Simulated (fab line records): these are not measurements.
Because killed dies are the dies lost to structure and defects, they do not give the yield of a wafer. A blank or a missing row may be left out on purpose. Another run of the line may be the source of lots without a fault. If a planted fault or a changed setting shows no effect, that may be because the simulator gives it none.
fab line records | flow n5_finfet
[record] lots = 11 | wafers = 32 | last_day = 17
route steps=1938 shown BEOL_M14@1761 BEOL_M15@1773
lots that met no fault: from a run of the same line without faults
start_h: hours from the record's opening day to when the first of the lot's shown wafers began | wait_h: how many hours have passed since the lot's step before this one | " same as the row above | L1.1+2: several wafers, shown together as one row | - no value, or no start given | * or withheld: withheld | < > ~ a bound
route shown NAME@n: a module of which the file shows steps, and the number in the route of the first | usual: the fault-free wafers' mean and standard deviation | same: alike in all rows | chamber/n: place in a boat | sites: each site's reading | _std_site: the standard deviation of these | _edge_site: mean of outer sites minus mean of inner sites | radius_mm: for every site, how far away it sits from the centre of the wafer | mask NAME#n: copy n | behind: the tool/chamber that last shaped the wafer | hold: why the lot was held/for how many hours/how that ended | device: which transistor (n, p or np) failed to switch | end of line: the same wafers' tests at the end of the route | for a step that has no rows: nothing shown but its recipe | killed: the dies lost at the first sort to structure and to defects; this is not the yield of the wafer | map: shows each die of a wafer: x if killed, . if not, _ if none is there
set.NAME: the setting that was run; set.NAME@STEP: the one run at that earlier step | model.NAME: the simulator's own value behind a step, which no gauge read
steps of the route over a sample of lots; a table a step, a row a wafer
services: a tool's chamber out of use, with start hour (start_h, from the record's first day; less than 0 if before it), hours out, and reason
[[steps]]
[step N5_BEOL_M14_PRE_CLEAN_42]
[recipe] gas = H2/He | time_s = 30 | temp_c = 300
[usual] heater_power_w = 484/29
[same] time_s = 30
lot.wafer | tool           | chamber | start_h | wait_h | heater_power_w
L312.1    | pvd_sputter-01 | -       | 258.01  | 0.0    | 500
L312.3    | "              | -       | "       | "      | 451
L312.4    | "              | -       | "       | "      | 452
L313.2    | pvd_sputter-02 | -       | 271.87  | 0.0    | 481
L313.3    | "              | -       | "       | "      | 536
L313.5    | "              | -       | "       | "      | 532
L320.4    | pvd_sputter-01 | -       | 305.20  | 0.0    | 452
L320.5    | "              | -       | "       | "      | 458
L322.2    | pvd_sputter-02 | -       | 327.60  | 0.0    | 523
L322.3    | "              | -       | "       | "      | 494
L322.4    | "              | -       | "       | "      | 495
L326.1    | pvd_sputter-02 | -       | 335.58  | 0.0    | 489
L326.3    | "              | -       | "       | "      | 526
L326.4    | "              | -       | "       | "      | 485
L323.1    | pvd_sputter-03 | -       | 337.10  | 0.0    | 492
L323.3    | "              | -       | "       | "      | 565
L323.4    | "              | -       | "       | "      | 449
L327.1    | pvd_sputter-03 | -       | 349.55  | 0.0    | 472
L327.4    | "              | -       | "       | "      | 560
L327.6    | "              | -       | "       | "      | 462
L325.3    | pvd_sputter-01 | -       | 349.71  | 0.0    | 457
L325.5    | "              | -       | "       | "      | 454
L325.6    | "              | -       | "       | "      | 459
L330.3    | pvd_sputter-02 | -       | 349.93  | 0.0    | 489
L330.4    | "              | -       | "       | "      | 501
L330.5    | "              | -       | "       | "      | 486
L333.1    | pvd_sputter-01 | -       | 390.03  | 0.0    | 453
L333.3    | "              | -       | "       | "      | 513
L333.5    | "              | -       | "       | "      | 441
L332.1    | pvd_sputter-02 | -       | 398.57  | 0.0    | 526
L332.3    | "              | -       | "       | "      | 472
L332.4    | "              | -       | "       | "      | 504
[step N5_BEOL_M14_CMP_49]
[recipe] stop_on = SiO2 | t_overpolish_s = 5.2 | down_force_psi = 2 | platen_rpm = 80 | clearing_platen_down_force_psi = 2 | clearing_platen_rpm = 80 | post_cmp_clean = cu_alkaline | target_thk_nm = 560 | clearing_platen_pad_velocity_m_s = 1.5917 | pad_velocity_m_s = 1.5917
[usual] barrier_field_endpoint_s = 11.32/0.29 | clearing_platen_down_force_psi = 2.001/0.0041 | motor_current_A = 8.1/0.6 | overpolish_run_s = 5.200/0.009 | time_to_endpoint_s = 120/4.4
lot.wafer | tool   | chamber | start_h | wait_h | barrier_field_endpoint_s | clearing_platen_down_force_psi | motor_current_A | overpolish_run_s | time_to_endpoint_s
L312.1    | cmp-01 | 3       | 258.97  | 0.3    | 11.13                    | 2.001                          | 7.5             | 5.211            | 121
L312.3    | "      | 0       | "       | "      | 11.43                    | 2.002                          | 7.3             | 5.201            | 123
L312.4    | "      | 2       | "       | "      | 11.47                    | 2.002                          | 9.2             | 5.200            | 128
L313.2    | cmp-04 | 1       | 272.68  | 0.2    | 11.42                    | 2.004                          | 8.0             | 5.198            | 118
L313.3    | "      | 0       | "       | "      | 11.27                    | 1.996                          | 7.4             | 5.204            | 113
L313.5    | "      | 2       | "       | "      | 11.47                    | 2.000                          | 8.6             | 5.210            | 120
L320.4    | cmp-04 | 0       | 306.11  | 0.2    | 11.27                    | 2.006                          | 7.4             | 5.206            | 120
L320.5    | "      | 3       | "       | "      | 11.46                    | 2.006                          | 8.3             | 5.219            | 122
L322.3    | cmp-02 | 0       | 328.44  | 0.2    | 11.35                    | 2.001                          | 8.2             | 5.212            | 122
L322.4    | "      | 1       | "       | "      | 11.73                    | 1.995                          | 7.5             | 5.201            | 129
L322.2    | "      | 2       | "       | "      | 11.29                    | 1.992                          | 8.6             | 5.202            | 121
L326.4    | cmp-04 | 2       | 336.40  | 0.1    | 10.98                    | 2.001                          | 8.8             | 5.191            | 116
L326.3    | "      | 3       | "       | "      | 11.24                    | 1.997                          | 7.9             | 5.224            | 118
L326.1    | "      | 1       | "       | "      | 10.93                    | 1.995                          | 8.5             | 5.203            | 115
L323.4    | cmp-01 | 2       | 337.90  | 0.1    | 11.63                    | 2.003                          | 9.2             | 5.189            | 124
L323.1    | "      | 3       | "       | "      | 11.52                    | 2.004                          | 8.0             | 5.213            | 120
L323.3    | "      | 0       | "       | "      | 11.19                    | 2.000                          | 6.8             | 5.193            | 117
L327.4    | cmp-01 | 0       | 350.35  | 0.1    | 11.82                    | 1.997                          | 7.4             | 5.207            | 128
L327.1    | "      | 3       | "       | "      | 11.56                    | 1.998                          | 7.7             | 5.201            | 119
L327.6    | "      | 0       | "       | "      | 11.74                    | 2.000                          | 7.0             | 5.210            | 126
L325.3    | cmp-02 | 1       | 350.58  | 0.2    | 11.00                    | 2.004                          | 7.5             | 5.191            | 121
L325.5    | "      | 0       | "       | "      | 10.79                    | 2.007                          | 8.6             | 5.203            | 116
L325.6    | "      | 1       | "       | "      | 10.97                    | 2.002                          | 7.3             | 5.193            | 120
L330.3    | cmp-01 | 0       | 350.90  | 0.2    | 11.44                    | 1.997                          | 7.4             | 5.195            | 121
L330.4    | "      | 1       | "       | "      | 11.75                    | 2.003                          | 8.0             | 5.195            | 128
L330.5    | "      | 3       | "       | "      | 11.35                    | 2.000                          | 7.6             | 5.185            | 118
L333.3    | cmp-04 | 1       | 390.90  | 0.2    | 11.15                    | 2.002                          | 8.8             | 5.199            | 120
L333.1    | "      | 2       | "       | "      | 11.50                    | 2.002                          | 8.9             | 5.201            | 120
L333.5    | "      | 0       | "       | "      | 11.13                    | 1.998                          | 6.8             | 5.195            | 112
L332.1    | cmp-04 | 0       | 399.41  | 0.3    | 11.05                    | 2.010                          | 7.0             | 5.214            | 113
L332.3    | "      | 1       | "       | "      | 11.32                    | 1.999                          | 8.5             | 5.195            | 120
L332.4    | "      | 3       | "       | "      | 11.44                    | 2.002                          | 7.9             | 5.193            | 118
[step N5_BEOL_M15_ILD_DEP_00]
[recipe] material = SiO2 | target_thk_a = 16293 | temp_c = 400 | precursor = TEOS/O2 | pressure_torr = 6.5 | rf_w = 900 | teos_flow_sccm = 161.4 | gas = O2 | flow_sccm = 2650 | time_s = 346.1
[usual] heater_power_outer_w = 281/67 | heater_power_w = 537/96 | rf_fwd_power_W = 898.1/2.7 | showerhead_plenum_p_Torr = 8.36/0.038 | throttle_valve_pct = 18.7/0.94
[same] time_s = 346.1
lot.wafer | tool     | chamber | start_h | wait_h | heater_power_outer_w | heater_power_w | rf_fwd_power_W | showerhead_plenum_p_Torr | since_wet_clean_h | throttle_valve_pct
L312.1    | pecvd-03 | 1       | 259.46  | 0.0    | 341                  | 606            | 895.7          | 8.43                     | 1688              | 17.5
L312.3    | "        | 2       | "       | "      | 283                  | 548            | 896.1          | 8.38                     | 209               | 18.8
L312.4    | "        | 1       | "       | "      | 254                  | 495            | 900.0          | 8.43                     | -                 | 17.8
L313.2    | pecvd-03 | 1       | 273.17  | 0.0    | 346                  | 620            | 897.4          | 8.47                     | 1702              | 17.7
L313.3    | "        | 2       | "       | "      | 325                  | 600            | 895.6          | 8.35                     | 223               | 18.6
L313.5    | "        | 1       | "       | "      | 250                  | 517            | 899.5          | 8.42                     | -                 | 17.7
L320.4    | pecvd-02 | 2       | 306.63  | 0.1    | 324                  | 599            | 899.8          | 8.38                     | -                 | 18.2
L320.5    | "        | 1       | "       | "      | 241                  | 483            | 898.6          | 8.33                     | -                 | 18.3
L322.2    | pecvd-02 | 1       | 328.89  | 0.0    | 320                  | 601            | 895.7          | 8.34                     | 1939              | 17.9
L322.3    | "        | 0       | "       | "      | 404                  | 682            | 897.5          | 8.31                     | 1214              | 18.9
L322.4    | "        | 2       | "       | "      | 222                  | 467            | 900.3          | 8.40                     | -                 | 18.4
L326.1    | pecvd-04 | 2       | 336.88  | 0.0    | 235                  | 468            | 897.0          | 8.36                     | 106               | 17.5
L326.3    | "        | 0       | "       | "      | 168                  | 346            | 891.8          | 8.37                     | 860               | 20.7
L326.4    | "        | 1       | "       | "      | 393                  | 714            | 901.7          | 8.39                     | -                 | 20.0
L323.1    | pecvd-04 | 2       | 338.39  | 0.0    | 165                  | 376            | 903.6          | 8.34                     | 107               | 17.4
L323.3    | "        | 0       | "       | "      | 209                  | 404            | 895.8          | 8.34                     | 861               | 20.5
L323.4    | "        | 2       | "       | "      | 230                  | 468            | 902.4          | 8.34                     | -                 | 17.4
L327.1    | pecvd-03 | 2       | 350.84  | 0.0    | 295                  | 563            | 895.9          | 8.35                     | 301               | 19.2
L327.4    | "        | 0       | "       | "      | 352                  | 605            | 896.4          | 8.32                     | -                 | 18.8
L327.6    | "        | 1       | "       | "      | 253                  | 493            | 901.1          | 8.42                     | -                 | 17.5
L325.3    | pecvd-04 | 1       | 351.03  | 0.0    | 359                  | 668            | 897.0          | 8.39                     | 1599              | 20.1
L325.5    | "        | 2       | "       | "      | 243                  | 483            | 899.6          | 8.37                     | -                 | 17.5
L325.6    | "        | 0       | "       | "      | 136                  | 308            | 900.6          | 8.35                     | -                 | 20.8
L330.3    | pecvd-02 | 2       | 351.35  | 0.0    | 266                  | 516            | 903.8          | 8.38                     | 483               | 18.1
L330.4    | "        | 1       | "       | "      | 241                  | 486            | 900.4          | 8.32                     | -                 | 18.0
L330.5    | "        | 0       | "       | "      | 401                  | 702            | 896.6          | 8.31                     | -                 | 19.1
L333.1    | pecvd-03 | 1       | 391.34  | 0.0    | 252                  | 494            | 900.5          | 8.42                     | 1820              | 17.7
L333.3    | "        | 0       | "       | "      | 331                  | 624            | 897.2          | 8.32                     | 1095              | 18.9
L333.5    | "        | 2       | "       | "      | 223                  | 462            | 898.1          | 8.37                     | -                 | 19.1
L332.1    | pecvd-03 | 0       | 399.93  | 0.0    | 320                  | 600            | 900.3          | 8.32                     | 1104              | 19.0
L332.3    | "        | 0       | "       | "      | 238                  | 477            | 895.6          | 8.31                     | -                 | 19.0
L332.4    | "        | 1       | "       | "      | 354                  | 612            | 898.5          | 8.40                     | -                 | 17.5
[step N5_BEOL_M15_COAT_58]
[recipe] resist = BARC | temp_c = 205 | time_s = 60 | spin_rpm = 1500 | resist_thk_nm = 89
[usual] dispense_pressure_kPa = 46.0/1.2 | spin_speed_rpm = 1500.0/0.94
[same] time_s = 60
lot.wafer | tool           | chamber | start_h | wait_h | dispense_pressure_kPa | spin_speed_rpm
L312.1    | litho_track-05 | 0       | 259.74  | 0.0    | 45.0                  | 1500.2
L312.3    | "              | 0       | "       | "      | 45.1                  | 1498.4
L312.4    | "              | 0       | "       | "      | 45.0                  | 1500.0
L313.2    | litho_track-05 | 0       | 273.45  | 0.0    | 45.0                  | 1499.2
L313.3    | "              | 0       | "       | "      | 45.0                  | 1501.2
L313.5    | "              | 0       | "       | "      | 45.1                  | 1499.6
L320.4    | litho_track-05 | 0       | 306.81  | 0.0    | 45.1                  | 1698.1
L320.5    | "              | 0       | "       | "      | 45.0                  | 1697.9
L322.2    | litho_track-05 | 0       | 329.19  | 0.0    | 45.1                  | 1698.6
L322.3    | "              | 0       | "       | "      | 45.1                  | 1698.6
L322.4    | "              | 0       | "       | "      | 45.1                  | 1698.3
L326.1    | litho_track-01 | 0       | 337.16  | 0.0    | 46.0                  | 1498.7
L326.3    | "              | 0       | "       | "      | 46.0                  | 1498.3
L326.4    | "              | 0       | "       | "      | 46.0                  | 1500.0
L323.1    | litho_track-02 | 0       | 338.67  | 0.0    | 48.4                  | 1501.6
L323.3    | "              | 0       | "       | "      | 48.4                  | 1499.4
L323.4    | "              | 0       | "       | "      | 48.5                  | 1499.7
L327.1    | litho_track-01 | 0       | 351.12  | 0.0    | 46.0                  | 1500.0
L327.4    | "              | 0       | "       | "      | 46.0                  | 1499.2
L327.6    | "              | 0       | "       | "      | 46.1                  | 1499.4
L325.3    | litho_track-01 | 0       | 351.31  | 0.0    | 46.1                  | 1499.7
L325.5    | "              | 0       | "       | "      | 46.1                  | 1499.8
L325.6    | "              | 0       | "       | "      | 46.0                  | 1499.8
L330.3    | litho_track-01 | 0       | 351.63  | 0.0    | 46.0                  | 1500.6
L330.4    | "              | 0       | "       | "      | 46.0                  | 1499.2
L330.5    | "              | 0       | "       | "      | 46.1                  | 1498.8
L333.1    | litho_track-01 | 0       | 391.63  | 0.0    | 46.1                  | 1500.1
L333.3    | "              | 0       | "       | "      | 46.1                  | 1500.7
L333.5    | "              | 0       | "       | "      | 46.1                  | 1502.6
L332.1    | litho_track-02 | 0       | 400.32  | 0.0    | 48.4                  | 1499.2
L332.3    | "              | 0       | "       | "      | 48.4                  | 1498.9
L332.4    | "              | 0       | "       | "      | 48.4                  | 1498.9
[[services]]
tool           | chamber | start_h | hours | kind
cmp-02         | -       | 236.26  | 5.6   | pm
pvd_sputter-02 | -       | 238.19  | 1.5   | repair
cmp-02         | -       | 245.99  | 3.0   | repair
cmp-02         | -       | 263.63  | 1.8   | repair
pecvd-04       | -       | 275.15  | 6.0   | pm
pecvd-02       | 2       | 276.66  | 6.6   | repair
cmp-04         | -       | 278.18  | 1.3   | repair
pvd_sputter-02 | -       | 285.64  | 5.0   | repair
pecvd-02       | -       | 286.30  | 0.9   | repair
cmp-01         | -       | 290.30  | 4.0   | pm
cmp-02         | -       | 304.06  | 5.2   | repair
cmp-04         | -       | 306.26  | 4.0   | pm
pecvd-03       | -       | 311.16  | 3.1   | repair
cmp-02         | -       | 312.51  | 2.7   | repair
cmp-02         | -       | 323.23  | 0.9   | repair
pvd_sputter-03 | -       | 338.72  | 1.8   | repair
cmp-04         | -       | 343.66  | 1.1   | repair
cmp-04         | -       | 347.88  | 0.3   | repair
pecvd-04       | -       | 357.43  | 0.9   | repair
cmp-04         | -       | 358.43  | 2.4   | repair
pecvd-04       | -       | 368.56  | 4.9   | repair
cmp-04         | -       | 375.87  | 5.4   | pm
cmp-02         | -       | 379.36  | 1.7   | repair
pecvd-03       | 2       | 397.38  | 3.8   | repair
[[key]]
[first_sign] step = N5_BEOL_M15_COAT_58 | reading = spin_speed_rpm | direction = up | sigmas = 99+ | usual = * | struck = *
effect none on later readings
met_at N5_BEOL_M15_COAT_58
struck_lots L320,L322
rows_end L320.4
not_acting_at N5_BEOL_M14_PRE_CLEAN_42,N5_BEOL_M14_CMP_49,N5_BEOL_M15_ILD_DEP_00
onset_between 273.45 306.81
[fault] kind = process_parameter_drift | tool = litho_track-05 | chamber = - | onset_h = 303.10 | steps = N5_BEOL_M15_COAT_58 | channel = spin_rpm | offset = * | shape = step | acts_in = * | stated = *
// rows_end: these wafers met a further fault down the route, and their rows from its step on are left out
